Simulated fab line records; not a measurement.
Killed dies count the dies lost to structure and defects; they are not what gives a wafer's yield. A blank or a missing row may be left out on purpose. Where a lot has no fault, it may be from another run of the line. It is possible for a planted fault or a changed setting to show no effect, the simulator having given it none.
fab line records	flow n5Finfet
record lots=7	wafers=21
route steps=1938 shown BEOL_M6@1204 BEOL_M9@1407
startH: the number of hours between the record's first day and the start of the first shown wafer of the lot	waitH: how many hours have passed since the lot's step before this one	" the same as in the row above	L1.1+2: one row covering several wafers at once	- no value, or no start given	* or withheld: withheld	< > ~ a bound
route shown NAME@n: a module of which the file shows steps, and the number in the route of the first	usual: average and standard deviation across the fault-free wafers	same: alike in all rows	chamber/n: place in a boat	sites: per-site readings	_std_site: the standard deviation of these	_edge_site: the outer-site mean with the inner-site mean subtracted	radiusMm: how far each site lies from the wafer's centre	mask NAME#n: copy n	behind: the last tool/chamber to shape the wafer	hold: why the lot went on hold/how many hours it stayed there/how the hold came to an end	device: which transistor (n, p or np) failed to switch	end of line: the tests these same wafers got at the end of their route	a step without rows: its recipe alone	killed: count of dies lost to structure and defects at first sort (not the wafer's yield)	map: a wafer's dies, x killed, . not, _ none there
set.NAME: the setting the step ran with; set.NAME@STEP: the setting that earlier step ran with	model.NAME: the simulator's own value behind a step, which no gauge read
lots with deliberately changed settings; one table per step, one row per wafer
## steps
# step N5_BEOL_M6_EXPOSE_08
# recipe maskId=M6	na=1.35	sourceShape=dipole	sigmaInner=0.817	sigmaOuter=0.97	polarization=te	doseMj=68.25
lot.wafer	tool	chamber	startH	waitH	mask	set.doseMj
L074.1+4+5	arfiScanner-01	0	204.02	-	M6#0	68.25
L080.1+5	arfiScanner-01	0	230.37	-	M6#0	68.25
L080.3	"	0	"	"	M6#0	65.5
L079.3+4	arfiScanner-03	0	236.18	-	M6#0	71.84
L079.5	"	0	"	"	M6#0	68.25
L082.2+4+6	arfiScanner-02	0	254.81	-	M6#0	68.25
L083.2+4+6	arfiScanner-01	0	267.59	-	M6#0	68.25
L088.2+3	arfiScanner-03	0	298.02	-	M6#0	68.25
L088.4	"	0	"	"	M6#0	71.95
L095.2+6	arfiScanner-01	0	326.42	-	M6#0	68.25
L095.3	"	0	"	"	M6#0	73.22
# step N5_BEOL_M6_PEB_09
# recipe pebTempC=withheld	pebTimeS=60	resist=CAR-ArF
# step N5_BEOL_M6_DEVELOP_10
# recipe developTimeS=30	developer=TMAH	resist=CAR-ArF	rinseLiquid=diw	dry=airSpin	devTempC=23
# step N5_BEOL_M6_CD_MEAS_11
# recipe targetCdNm=38.5	landingEnergyEv=500	detector=seInlens	polarity=opening
# usual cdNm=38.3/0.54
lot.wafer	tool	chamber	startH	waitH	set.doseMj@BEOL_M6_EXPOSE_08	cdNm
L074.1	cdSem-02	0	204.15	-	68.25	37.9
L074.4	"	0	"	"	68.25	38.0
L074.5	"	0	"	"	68.25	38.6
L080.1	cdSem-02	0	230.50	-	68.25	39.5
L080.3	"	0	"	"	65.5	36.8
L080.5	"	0	"	"	68.25	38.5
L079.3	cdSem-03	0	236.30	-	71.84	40.8
L079.4	"	0	"	"	71.84	40.7
L079.5	"	0	"	"	68.25	37.2
L082.2	cdSem-01	0	254.94	-	68.25	39.3
L082.4	"	0	"	"	68.25	38.7
L082.6	"	0	"	"	68.25	38.7
L083.2	cdSem-03	0	267.71	-	68.25	39.3
L083.4	"	0	"	"	68.25	37.7
L083.6	"	0	"	"	68.25	39.3
L088.2	cdSem-01	0	298.14	-	68.25	37.1
L088.3	"	0	"	"	68.25	38.1
L088.4	"	0	"	"	71.95	41.1
L095.2	cdSem-01	0	326.55	-	68.25	38.7
L095.3	"	0	"	"	73.22	41.7
L095.6	"	0	"	"	68.25	38.4
# step N5_BEOL_M6_DESCUM_16
# recipe chemistry=O2	timeS=7.9	sourcePowerW=50	biasPowerW=20	pressureMtorr=20	rfFrequencyHz=2.712e+07	tempC=40	resist=CAR-ArF	o2FlowSccm=225
# step N5_BEOL_M6_ETCH_61
# recipe chemistry=CF4	target=SiARC	targetDepthA=455	maskMaterial=CAR-ArF	timeS=75.8	ionEnergyEv=80	pressureMtorr=40	sourceW=545	biasW=36	Ar_flow_sccm=100	cf4FlowSccm=100	ends=cleared
lot.wafer	tool	chamber	startH	waitH	set.doseMj@BEOL_M6_EXPOSE_08	model.BEOL_M6.cdOffsetNm
L074.1	rieDiel-04	3	204.28	0.0	68.25	-0.6
L074.4	"	2	"	"	68.25	-0.4
L074.5	"	1	"	"	68.25	-0.2
L080.1	rieDiel-03	0	230.62	0.0	68.25	1.6
L080.3	"	1	"	"	65.5	-1.4
L080.5	"	0	"	"	68.25	0.6
L079.3	rieDiel-03	0	236.42	0.0	71.84	2.4
L079.4	"	2	"	"	71.84	2.2
L079.5	"	1	"	"	68.25	-1.2
L082.2	rieDiel-04	1	255.06	0.0	68.25	0.8
L082.4+6	"	2,3	"	"	68.25	0.4
L083.2	rieDiel-01	0	268.08	0.0	68.25	0.4
L083.4	"	2	"	"	68.25	-0.8
L083.6	"	2	"	"	68.25	0.2
L088.2	rieDiel-04	1	298.40	0.0	68.25	-0.8
L088.3	"	0	"	"	68.25	-0.2
L088.4	"	3	"	"	71.95	2.4
L095.2	rieDiel-01	2	326.93	0.0	68.25	-0.6
L095.3	"	3	"	"	73.22	3.6
L095.6	"	1	"	"	68.25	-0.2
# step N5_BEOL_M6_ETCH_62
# recipe chemistry=N2/H2	target=SOC	targetDepthA=1100	overetchA=220	maskMaterial=SiARC	tempC=40	timeS=165	ionEnergyEv=200	pressureMtorr=30	sourceW=840	biasW=150	n2FlowSccm=200	h2FlowSccm=200
lot.wafer	tool	chamber	startH	waitH	set.doseMj@BEOL_M6_EXPOSE_08	model.BEOL_M6.cdOffsetNm
L074.1+5	rieDiel-04	3,1	204.33	0.0	68.25	-0.4
L074.4	"	2	"	"	68.25	-0.2
L080.1	rieDiel-03	0	230.67	0.0	68.25	1.2
L080.3	"	1	"	"	65.5	-1.4
L080.5	"	0	"	"	68.25	0.2
L079.3	rieDiel-03	0	236.48	0.0	71.84	2
L079.4	"	2	"	"	71.84	2.4
L079.5	"	1	"	"	68.25	-1.2
L082.2	rieDiel-04	1	255.12	0.0	68.25	1.2
L082.4+6	"	2,3	"	"	68.25	0.6
L083.2	rieDiel-01	0	268.13	0.0	68.25	0.4
L083.4	"	2	"	"	68.25	-0.8
L083.6	"	2	"	"	68.25	0.2
L088.2	rieDiel-04	1	298.45	0.0	68.25	-0.4
L088.3	"	0	"	"	68.25	0
L088.4	"	3	"	"	71.95	2.6
L095.2	rieDiel-01	2	326.99	0.0	68.25	-0.4
L095.3	"	3	"	"	73.22	3.6
L095.6	"	1	"	"	68.25	-0.2
# step N5_BEOL_M6_STRIP_68
# recipe chemistry=N2/H2	tempC=40	n2FlowSccm=200	h2FlowSccm=200	rfFrequencyHz=6e+07
# step N5_BEOL_M6_STRIP_67
# recipe chemistry=CF4	resist=SiARC	powerW=300	biasPowerW=75	pressureMtorr=50	cf4FlowSccm=150	rfFrequencyHz=6e+07
# step N5_BEOL_M6_HM_OPEN_17
# recipe chemistry=Cl2/BCl3	targetDepthA=200	overetchA=60	target=TiN	maskMaterial=SOC	ionEnergyEv=150	pressureMtorr=10	icpW=1000	biasW=126	Cl2_flow_sccm=53.25	bcl3FlowSccm=21.75	Ar_flow_sccm=25
lot.wafer	tool	chamber	startH	waitH	set.doseMj@BEOL_M6_EXPOSE_08	model.BEOL_M6.cdOffsetNm
L074.1	rieMetal-03	0	204.52	0.0	68.25	-0.4
L074.4+5	"	0,1	"	"	68.25	-0.2
L080.1	rieMetal-02	1	230.87	0.0	68.25	1.4
L080.3	"	0	"	"	65.5	-1.2
L080.5	"	1	"	"	68.25	0.2
L079.3	rieMetal-01	1	236.69	0.1	71.84	2
L079.4	"	0	"	"	71.84	2.6
L079.5	"	1	"	"	68.25	-1.2
L082.2	rieMetal-01	1	255.30	0.0	68.25	1.2
L082.4+6	"	0	"	"	68.25	0.6
L083.2	rieMetal-03	0	268.33	0.0	68.25	0.2
L083.4	"	1	"	"	68.25	-0.8
L083.6	"	1	"	"	68.25	0
L088.2	rieMetal-02	1	298.64	0.0	68.25	-0.4
L088.3	"	0	"	"	68.25	0.2
L088.4	"	1	"	"	71.95	2.6
L095.2	rieMetal-01	0	327.18	0.0	68.25	-0.4
L095.3	"	0	"	"	73.22	3.6
L095.6	"	1	"	"	68.25	0
# step N5_BEOL_M6_TRENCH_ETCH_37
# recipe chemistry=C4F6/O2	targetDepthA=944.35	target=SiCOH_lowk	timeS=31.5	ionEnergyEv=250	pressureMtorr=30	sourceW=345	biasW=185	Ar_flow_sccm=300	C4F6_flow_sccm=10	O2_flow_sccm=10
lot.wafer	tool	chamber	startH	waitH	set.timeS	model.BEOL_M6.featureDepthNm	model.etch.depthNm
L074.1	rieDiel-03	0	-	-	31.5	92	92.09
L074.4	"	1	"	"	31.5	96.8	96.81
L074.5	"	2	"	"	31.5	95.6	95.59
L080.1	rieDiel-04	2	-	-	31.5	94	93.94
L080.3	"	3	"	"	34.21	105	104.9
L080.5	"	0	"	"	34.21	105.4	105.4
L079.3	rieDiel-04	1	-	-	29.7	92	91.99
L079.4	"	2	"	"	29.7	88	87.92
L079.5	"	3	"	"	31.5	95.4	95.49
L082.2	rieDiel-01	2	-	-	31.5	96.6	96.64
L082.4	"	3	"	"	31.5	96.4	96.39
L082.6	"	3	"	"	37.77	115	115
L083.2	rieDiel-03	2	-	-	31.5	95	94.99
L083.4	"	1	"	"	31.5	96.6	96.54
L083.6	"	0	"	"	31.5	92.2	92.14
L088.2	rieDiel-03	0	-	-	36.98	108.8	108.7
L088.3	"	3	"	"	31.5	91.4	91.32
L088.4	"	2	"	"	36.98	110	110
L095.2	rieDiel-01	3	-	-	31.5	96	95.97
L095.3	"	2	"	"	33.65	102.8	102.7
L095.6	"	3	"	"	31.5	95	95.06
# step N5_BEOL_M6_ETCH_41
# recipe chemistry=CH3F/O2	target=SiCN	targetDepthA=297	taperDeg=2	timeS=52	ionEnergyEv=120	maskMaterial=TiN	pressureMtorr=30	sourceW=395	biasW=75	Ar_flow_sccm=150	CH3F_flow_sccm=30	O2_flow_sccm=20
# step N5_BEOL_M6_STRIP_80
# recipe chemistry=N2/H2	timeS=10	powerW=450	tempC=40	pressureMtorr=20	rfFrequencyHz=6e+07	biasPowerW=7	n2FlowSccm=200	h2FlowSccm=200
# step N5_BEOL_M6_OCD_MEAS_38
# usual trenchDepthNm=95.2/1.8
lot.wafer	tool	chamber	startH	waitH	set.timeS@BEOL_M6_TRENCH_ETCH_37	trenchDepthNm
L074.1	ocd-02	-	210.26	-	31.5	92.3
L074.4	"	-	"	"	31.5	96.7
L074.5	"	-	"	"	31.5	95.6
L080.1	ocd-01	-	232.48	-	31.5	94.0
L080.3	"	-	"	"	34.21	104.6
L080.5	"	-	"	"	34.21	105.5
L079.3	ocd-01	-	239.98	-	29.7	91.7
L079.4	"	-	"	"	29.7	88.1
L079.5	"	-	"	"	31.5	95.4
L082.2	ocd-02	-	256.84	-	31.5	96.8
L082.4	"	-	"	"	31.5	96.3
L082.6	"	-	"	"	37.77	114.5
L083.2	ocd-01	-	270.70	-	31.5	94.2
L083.4	"	-	"	"	31.5	96.5
L083.6	"	-	"	"	31.5	92.2
L088.2	ocd-01	-	301.43	-	36.98	109.1
L088.3	"	-	"	"	31.5	91.4
L088.4	"	-	"	"	36.98	110.5
L095.2	ocd-02	-	329.54	-	31.5	96.6
L095.3	"	-	"	"	33.65	103.3
L095.6	"	-	"	"	31.5	95.1
# step N5_BEOL_M6_HM_STRIP_39
# recipe chemistry=peroxideTinStrip	material=TiN	targetDepthA=250	tempC=50	timeS=158
# step N5_BEOL_M6_SRD_40
# recipe timeS=30	tempC=23	rinseLiquid=diw	dry=ipaMarangoni
# step N5_BEOL_M6_PRECLEAN_42
# recipe chemistry=residueRemover	timeS=60	tempC=40
# step N5_BEOL_M6_SRD_43
# recipe timeS=30	tempC=23	rinseLiquid=diw	dry=ipaMarangoni
# step N5_BEOL_M6_CD_MEAS_35
# recipe targetCdNm=40	targetCdYNm=28	polarity=opening
# usual cdNm=40.0/0.61
lot.wafer	tool	chamber	startH	waitH	set.doseMj@BEOL_M6_EXPOSE_08	cdNm
L074.1	cdSem-01	-	210.41	0.0	68.25	39.3
L074.4	"	-	"	"	68.25	39.9
L074.5	"	-	"	"	68.25	39.6
L080.1	cdSem-01	-	232.63	0.0	68.25	41.7
L080.3	"	-	"	"	65.5	38.8
L080.5	"	-	"	"	68.25	40.6
L079.3	cdSem-03	-	240.14	0.0	71.84	42.1
L079.4	"	-	"	"	71.84	42.9
L079.5	"	-	"	"	68.25	39.0
L082.2	cdSem-02	-	257.00	0.0	68.25	41.0
L082.4	"	-	"	"	68.25	40.9
L082.6	"	-	"	"	68.25	41.2
L083.2	cdSem-03	-	270.85	0.0	68.25	40.4
L083.4	"	-	"	"	68.25	39.0
L083.6	"	-	"	"	68.25	40.0
L088.2	cdSem-02	-	301.58	0.0	68.25	39.7
L088.3	"	-	"	"	68.25	40.2
L088.4	"	-	"	"	71.95	42.9
L095.2	cdSem-02	-	329.69	0.0	68.25	39.6
L095.3	"	-	"	"	73.22	43.4
L095.6	"	-	"	"	68.25	40.1
# step N5_BEOL_M6_ALD_77
# recipe material=TaN	targetThkA=20	tempC=275	aldPrecursorFamily=PDMAT	aldCoReactant=NH3	pressureTorr=3	carrierFlowSccm=1500	pulseTimeS=2	purgeTimeS=3	coReactantPurgeTimeS=2	coReactantPulseTimeS=3	aldCycles=40	precursorVesselTempC=75	precursorVesselPressureTorr=26.25	precursorVesselCarrierSccm=1000
lot.wafer	tool	chamber	startH	waitH	set.coReactantPulseTimeS
L074.1+4+5	aldMetal-01	3,0,3	211.02	0.0	3
L080.1+5	aldMetal-01	1,2	233.70	0.2	3.612
L080.3	"	3	"	"	3
L079.3+4+5	aldMetal-02	3,0,1	240.77	0.2	3
L082.2+6	aldMetal-03	1	258.46	0.0	2.575
L082.4	"	0	"	"	3
L083.2+4+6	aldMetal-02	1,0,3	271.34	0.1	3
L088.2+3+4	aldMetal-03	2,1,3	302.38	0.1	3
L095.2+3+6	aldMetal-03	0,2,1	331.86	0.1	3
# step N5_BEOL_M6_SURFACE_TREAT_79
# recipe gas=Ar	timeS=*	ionEnergyEv=*	ionCurrentMaCm2=0.5	pressureMtorr=*	arFlowSccm=30
# step N5_BEOL_M6_CVD_78
# recipe material=Co	targetThkA=20	tempC=withheld	precursor=CCTBA/H2	pressureTorr=30	timeS=142.3
# step N5_BEOL_M6_ECD_50
# recipe material=Cu	targetThkA=3000
# step N5_BEOL_M6_ANNEAL_51
# recipe tempC=225	timeS=90	ambient=N2
# step N5_BEOL_M6_CMP_52
# recipe stopOn=SiCOH_lowk	tOverpolishS=6.9	downForcePsi=1	platenRpm=50	clearingPlatenDownForcePsi=1.5	clearingPlatenRpm=50	postCmpClean=cuAlkaline	targetThkNm=80	clearingPlatenPadVelocityMS=0.99484	padVelocityMS=0.99484
lot.wafer	tool	chamber	startH	waitH	set.timeS@BEOL_M6_TRENCH_ETCH_37	model.Cu_of_BEOL_M6_ECD_50.thkNm
L074.1	cmp-03	1	212.07	0.3	31.5	78
L074.4	"	3	"	"	31.5	84.6
L074.5	"	0	"	"	31.5	83.6
L080.3	cmp-03	3	234.99	0.2	34.21	91.8
L080.1	"	2	"	"	31.5	80.2
L080.5	"	0	"	"	34.21	92.2
L079.4	cmp-02	2	242.83	0.2	29.7	72
L079.3	"	3	"	"	29.7	76.6
L079.5	"	0	"	"	31.5	82.4
L082.2	cmp-03	3	259.75	0.3	31.5	84.2
L082.4	"	2	"	"	31.5	83.4
L082.6	"	3	"	"	37.77	102.6
L083.4	cmp-03	2	274.28	0.2	31.5	82.4
L083.2	"	3	"	"	31.5	81.2
L083.6	"	0	"	"	31.5	78.2
L088.2	cmp-01	2	303.41	0.2	36.98	96.6
L088.4	"	3	"	"	36.98	96.2
L088.3	"	0	"	"	31.5	79.2
L095.3	cmp-02	0	332.86	0.2	33.65	89.4
L095.2	"	3	"	"	31.5	81.4
L095.6	"	0	"	"	31.5	81.8
# step N5_BEOL_M6_THK_MEAS_53
# recipe thkMeasGauge=xrf	reads=Cu_of_BEOL_M6_ECD_50
# usual M6_THK=83.2/2.2
lot.wafer	tool	chamber	startH	waitH	set.timeS@BEOL_M6_TRENCH_ETCH_37	M6_THK[nm]
L074.1	filmMetro-01	-	212.33	-	31.5	80.1
L074.4	"	-	"	"	31.5	87.1
L074.5	"	-	"	"	31.5	85.8
L080.1	filmMetro-02	-	235.29	-	31.5	81.7
L080.3	"	-	"	"	34.21	93.1
L080.5	"	-	"	"	34.21	93.7
L079.3	filmMetro-02	-	243.05	-	29.7	77.9
L079.4	"	-	"	"	29.7	73.1
L079.5	"	-	"	"	31.5	83.5
L082.2	filmMetro-02	-	260.04	-	31.5	86.3
L082.4	"	-	"	"	31.5	85.1
L082.6	"	-	"	"	37.77	105.3
L083.2	filmMetro-02	-	274.50	-	31.5	83.6
L083.4	"	-	"	"	31.5	85.1
L083.6	"	-	"	"	31.5	80.6
L088.2	filmMetro-02	-	303.71	-	36.98	98.5
L088.3	"	-	"	"	31.5	80.8
L088.4	"	-	"	"	36.98	97.6
L095.2	filmMetro-02	-	333.15	-	31.5	83.2
L095.3	"	-	"	"	33.65	91.7
L095.6	"	-	"	"	31.5	83.5
# step N5_BEOL_M6_PRE_CLEAN_55
# recipe gas=NH3	timeS=15	tempC=withheld	rfPowerW=300
# step N5_BEOL_M6_DEP_56
# recipe material=SiCN	targetThkA=100	tempC=withheld	precursor=3MS/NH3	pressureTorr=3	rfW=202	timeS=17.5
# step N5_BEOL_M6_RS_MEAS_57
# recipe thkMeasGauge=four-point-probe	reads=Cu_of_BEOL_M6_ECD_50+Co_of_BEOL_M6_CVD_78+TaN_of_BEOL_M6_ALD_77
# usual M6_RS=0.281/0.0084
lot.wafer	tool	chamber	startH	waitH	set.timeS@BEOL_M6_TRENCH_ETCH_37	M6_RS[ohm/sq]
L074.1	filmMetro-02	-	212.50	0.1	31.5	0.295
L074.4	"	-	"	"	31.5	0.267
L074.5	"	-	"	"	31.5	0.272
L080.1	filmMetro-01	-	235.42	0.1	31.5	0.286
L080.3	"	-	"	"	34.21	0.244
L080.5	"	-	"	"	34.21	0.243
L079.3	filmMetro-01	-	243.18	0.1	29.7	0.301
L079.4	"	-	"	"	29.7	0.324
L079.5	"	-	"	"	31.5	0.277
L082.2	filmMetro-01	-	260.17	0.1	31.5	0.270
L082.4	"	-	"	"	31.5	0.273
L082.6	"	-	"	"	37.77	0.215
L083.2	filmMetro-01	-	274.63	0.1	31.5	0.281
L083.4	"	-	"	"	31.5	0.276
L083.6	"	-	"	"	31.5	0.294
L088.2	filmMetro-02	-	303.87	0.1	36.98	0.229
L088.3	"	-	"	"	31.5	0.288
L088.4	"	-	"	"	36.98	0.231
L095.2	filmMetro-02	-	333.29	0.1	31.5	0.280
L095.3	"	-	"	"	33.65	0.251
L095.6	"	-	"	"	31.5	0.278
# step N5_BEOL_M9_COAT_60
# recipe resist=SiARC	tempC=220	timeS=60	spinRpm=1500	resistThkNm=30
lot.wafer	tool	chamber	startH	waitH	set.spinRpm	model.SiARC_of_BEOL_M9_COAT_60.thkNm
L074.1+4+5	lithoTrack-01	0	-	-	1500	30.2
L080.1+5	lithoTrack-05	0	-	-	1591	29.2
L080.3	"	0	"	"	1500	30
L079.3	lithoTrack-01	0	-	-	1500	30.2
L079.4	"	0	"	"	1593	29.4
L079.5	"	0	"	"	1593	29.2
L082.2+4	lithoTrack-05	0	-	-	1500	30
L082.6	"	0	"	"	1359	31.6
L083.2	lithoTrack-02	0	-	-	1500	30.2
L083.4	"	0	"	"	1588	29.4
L083.6	"	0	"	"	1500	30
L088.2+4	lithoTrack-01	0	-	-	1500	30
L088.3	"	0	"	"	1358	31.4
L095.2+3	lithoTrack-01	0	-	-	1500	30.2
L095.6	"	0	"	"	1500	30
# step N5_BEOL_M9_COAT_05
# recipe resist=CAR-ArF	spinRpm=1500	resistThkNm=90
# step N5_BEOL_M9_EBR_07
# recipe solvent=PGMEA	ebrWidthMm=1.5
# step N5_BEOL_M9_DESCUM_16
# recipe chemistry=O2	timeS=7.9	sourcePowerW=50	biasPowerW=20	pressureMtorr=20	rfFrequencyHz=2.712e+07	tempC=40	resist=CAR-ArF	o2FlowSccm=225
# step N5_BEOL_M9_ETCH_61
# recipe chemistry=CF4	target=SiARC	targetDepthA=390	maskMaterial=CAR-ArF	timeS=65	ionEnergyEv=80	pressureMtorr=40	sourceW=545	biasW=36	Ar_flow_sccm=100	cf4FlowSccm=100	ends=cleared
# usual etchRfOnTimeS=65.2/1.7
lot.wafer	tool	chamber	startH	waitH	set.spinRpm@BEOL_M9_COAT_60	etchRfOnTimeS	model.CAR-ArF_of_BEOL_M9_COAT_05.thkNm	model.etch.depthNm
L074.1	rieDiel-05	2	234.23	0.0	1500	63.8	55.6	30.27
L074.4	"	0	"	"	1500	64.6	55.6	30.23
L074.5	"	1	"	"	1500	63.9	55.4	30.19
L080.1	rieDiel-05	1	251.86	0.0	1591	61.4	56.2	29.26
L080.3	"	0	"	"	1500	64.3	55.6	30
L080.5	"	3	"	"	1591	63.3	56.4	29.2
L079.3	rieDiel-05	3	267.60	0.0	1500	66.5	55.6	30.24
L079.4	"	2	"	"	1593	62.6	56.6	29.32
L079.5	"	0	"	"	1593	62.9	56.4	29.3
L082.2	rieDiel-06	2	282.35	0.0	1500	64.4	55.6	30.05
L082.4	"	2	"	"	1500	64.1	55.4	30.03
L082.6	"	3	"	"	1359	71.0	54.4	31.55
L083.2	rieDiel-05	0	298.51	0.0	1500	63.9	55.4	30.12
L083.4	"	3	"	"	1588	63.0	56.2	29.31
L083.6	"	3	"	"	1500	64.3	55.4	30.04
L088.2	rieDiel-05	2	325.91	0.0	1500	63.5	56	29.97
L088.3	"	0	"	"	1358	67.1	54.2	31.42
L088.4	"	1	"	"	1500	62.4	56	29.92
L095.2	rieDiel-06	2	356.29	0.0	1500	65.2	55.6	30.2
L095.3	"	0	"	"	1500	67.0	55.8	30.19
L095.6	"	2	"	"	1500	64.4	55.8	30.09
# step N5_BEOL_M9_ETCH_62
# recipe chemistry=N2/H2	target=SOC	targetDepthA=1100	overetchA=220	maskMaterial=SiARC	tempC=40	timeS=165	ionEnergyEv=200	pressureMtorr=30	sourceW=840	biasW=150	n2FlowSccm=200	h2FlowSccm=200
lot.wafer	tool	chamber	startH	waitH	set.spinRpm@BEOL_M9_COAT_60	model.SiARC_of_BEOL_M9_COAT_60.thkNm
L074.1+5	rieDiel-05	2,1	234.28	0.0	1500	23.4
L074.4	"	0	"	"	1500	23.8
L080.1+5	rieDiel-05	1,3	251.91	0.0	1591	22.6
L080.3	"	0	"	"	1500	23.6
L079.3	rieDiel-05	3	267.65	0.0	1500	23.8
L079.4	"	2	"	"	1593	22.4
L079.5	"	0	"	"	1593	23
L082.2+4	rieDiel-06	2	282.40	0.0	1500	23.4
L082.6	"	3	"	"	1359	25.4
L083.2+6	rieDiel-05	0,3	298.56	0.0	1500	23.6
L083.4	"	3	"	"	1588	22.8
L088.2+4	rieDiel-05	2,1	325.96	0.0	1500	23.2
L088.3	"	0	"	"	1358	25
L095.2+3+6	rieDiel-06	2,0,2	356.34	0.0	1500	23.6
## key
split step=N5_BEOL_M6_EXPOSE_08	setting=doseMj	stated=68.25	by=wafer
response step=N5_BEOL_M6_CD_MEAS_11	reading=cdNm	change=+0.545	per=1%	r=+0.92
response step=N5_BEOL_M6_ETCH_61	reading=model.BEOL_M6.cdOffsetNm	change=+0.581	per=1%	r=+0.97
response step=N5_BEOL_M6_ETCH_62	reading=model.BEOL_M6.cdOffsetNm	change=+0.554	per=1%	r=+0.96
response step=N5_BEOL_M6_HM_OPEN_17	reading=model.BEOL_M6.cdOffsetNm	change=+0.544	per=1%	r=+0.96
response step=N5_BEOL_M6_CD_MEAS_35	reading=cdNm	change=+0.552	per=1%	r=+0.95
split step=N5_BEOL_M6_TRENCH_ETCH_37	setting=timeS	stated=31.5	by=wafer
response step=N5_BEOL_M6_TRENCH_ETCH_37	reading=model.BEOL_M6.featureDepthNm	change=+1.01	per=1%	r=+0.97
response step=N5_BEOL_M6_TRENCH_ETCH_37	reading=model.etch.depthNm	change=+1.01	per=1%	r=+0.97
response step=N5_BEOL_M6_OCD_MEAS_38	reading=trenchDepthNm	change=+1	per=1%	r=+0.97
response step=N5_BEOL_M6_CMP_52	reading=model.Cu_of_BEOL_M6_ECD_50.thkNm	change=+1.03	per=1%	r=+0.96
response step=N5_BEOL_M6_THK_MEAS_53	reading=M6_THK	change=+1.05	per=1%	r=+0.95
response step=N5_BEOL_M6_RS_MEAS_57	reading=M6_RS	change=-0.0034	per=1%	r=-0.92
split step=N5_BEOL_M6_ALD_77	setting=coReactantPulseTimeS	stated=3	by=wafer
response none clear
split step=N5_BEOL_M9_COAT_60	setting=spinRpm	stated=1500	by=wafer
response step=N5_BEOL_M9_COAT_60	reading=model.SiARC_of_BEOL_M9_COAT_60.thkNm	change=-0.149	per=1%	r=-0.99
response step=N5_BEOL_M9_ETCH_61	reading=etchRfOnTimeS	change=*	per=1%	r=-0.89
response step=N5_BEOL_M9_ETCH_61	reading=model.CAR-ArF_of_BEOL_M9_COAT_05.thkNm	change=+0.146	per=1%	r=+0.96
response step=N5_BEOL_M9_ETCH_61	reading=model.etch.depthNm	change=-0.15	per=1%	r=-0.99
response step=N5_BEOL_M9_ETCH_62	reading=model.SiARC_of_BEOL_M9_COAT_60.thkNm	change=-0.186	per=1%	r=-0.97
